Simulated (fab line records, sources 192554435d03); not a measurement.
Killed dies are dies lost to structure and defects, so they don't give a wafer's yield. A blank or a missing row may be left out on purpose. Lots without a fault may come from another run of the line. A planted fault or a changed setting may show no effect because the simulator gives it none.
One fault seen from 3 desks | flow n5_finfet | each desk has only its own numbers; what lay behind them comes last

THE DEFECT DESK
What the inspections along the route counted, lot by lot: means of the sampled wafers that have a number. A lot is out of limits, marked OUT, if its mean lies more than 4 standard deviations from the usual mean; the brackets give that distance.
Columns: A = raw_defect_count at N5_BEOL_M9_INSPECT_13, usual 389
lot  | first seen here | A
L860 | day 11 05:08    | 410
L861 | day 11 14:05    | 336
L862 | day 12 07:50    | 486
L863 | day 13 01:31    | 247
L866 | day 13 03:30    | 418
L873 | day 15 20:13    | 416
L875 | day 16 02:58    | 461
L879 | day 17 00:55    | 402
L880 | day 17 02:19    | 392
This desk's finding: nothing out of limits on any of the 9 lots.

THE METROLOGY DESK
What the gauges read, lot by lot, whatever tool the lot ran on: means of the sampled wafers that have a number. A lot is out of limits, marked OUT, if its mean lies more than 4 standard deviations from the usual mean; the brackets give that distance. Of its 11 readings 7 are shown: those that lie furthest out on some lot.
Columns: A = DIBL_N at N5_BEOL_M4_RC_MEAS_101, usual 35.1 mV/V; B = DIBL_P at N5_BEOL_M4_RC_MEAS_101, usual 34.9 mV/V; C = IOFF_P at N5_BEOL_M4_RC_MEAS_101, usual 0.21 nA/um; D = ION_N at N5_BEOL_M4_RC_MEAS_101, usual 671 uA/um; E = VT_N at N5_BEOL_M4_RC_MEAS_101, usual 251 mV; F = VT_P at N5_BEOL_M4_RC_MEAS_101, usual -250 mV; G = M9_OVL at N5_BEOL_M9_OVL_MEAS_12, usual -0.5 nm
lot  | first seen here | A    | B    | C    | D   | E   | F    | G
L860 | day 9 04:28     | 33.6 | 33.1 | 0.17 | 674 | 251 | -254 | 0.2
L861 | day 9 06:34     | 33.7 | 33.3 | 0.14 | 660 | 254 | -257 | -1.0
L862 | day 9 19:20     | 32.2 | 32.3 | 0.19 | 662 | 252 | -247 | 0.2
L863 | day 11 01:00    | 34.6 | 35.3 | 0.21 | 680 | 252 | -248 | -1.6
L866 | day 11 08:31    | 35.3 | 34.7 | 0.20 | 675 | 251 | -252 | -1.3
L875 | day 13 23:04    | 34.4 | 34.8 | 0.21 | 678 | 250 | -247 | -1.1
L873 | day 13 23:33    | 35.2 | 33.8 | 0.18 | 653 | 255 | -254 | 0.6
L879 | day 15 03:55    | 36.5 | 35.3 | 0.25 | 674 | 251 | -245 | -0.2
L880 | day 15 04:52    | 35.0 | 35.7 | 0.22 | 668 | 249 | -248 | -0.1
This desk's finding: nothing out of limits on any of the 9 lots.

THE TOOL OWNER'S DESK: rie_diel-01
The tool's own readings at N5_BEOL_M9_VIA_ETCH_34 (etches SiCOH lowk in C4F6/O2, target depth 182.4 nm, time 68.4 s): means of the sampled wafers that have a number, for each lot that ran on this tool. A lot is out of limits, marked OUT, if its mean lies more than 4 standard deviations from the usual mean; the brackets give that distance.
Columns: A = C4F6_flow_sccm at N5_BEOL_M9_VIA_ETCH_34, usual 9.999 sccm; B = O2_flow_sccm at N5_BEOL_M9_VIA_ETCH_34, usual 10.00 sccm; C = drypump_motor_current_A at N5_BEOL_M9_VIA_ETCH_34, usual 5.7 A; D = oes_product_au at N5_BEOL_M9_VIA_ETCH_34, usual 0.75 a.u.; E = rf_vpp_V at N5_BEOL_M9_VIA_ETCH_34, usual 667 V; F = showerhead_plenum_p_Torr at N5_BEOL_M9_VIA_ETCH_34, usual 2.85 Torr; G = throttle_valve_pct at N5_BEOL_M9_VIA_ETCH_34, usual 21.14 %
lot  | first seen here | A      | B     | C   | D    | E   | F    | G
L860 | day 11 10:05    | 10.017 | 10.04 | 6.0 | 0.72 | 666 | 2.83 | 21.22
L861 | day 12 01:20    | 9.983  | 9.97  | 5.9 | 0.71 | 665 | 2.82 | 21.13
L875 | day 16 06:32    | 9.988  | 9.98  | 5.8 | 0.69 | 663 | 2.84 | 21.27
L879 | day 17 02:54    | 9.995  | 9.99  | 5.9 | 0.69 | 665 | 2.80 | 21.18
L880 | day 17 05:32    | 10.004 | 9.98  | 5.9 | 0.68 | 665 | 2.78 | 21.19
This desk's finding: nothing out of limits on any of the 5 lots.

PUT TOGETHER
The defect desk saw nothing out of limits.
The metrology desk saw nothing out of limits.
The tool owner's desk saw nothing out of limits.

WHAT THE SIMULATOR HAD PUT IN
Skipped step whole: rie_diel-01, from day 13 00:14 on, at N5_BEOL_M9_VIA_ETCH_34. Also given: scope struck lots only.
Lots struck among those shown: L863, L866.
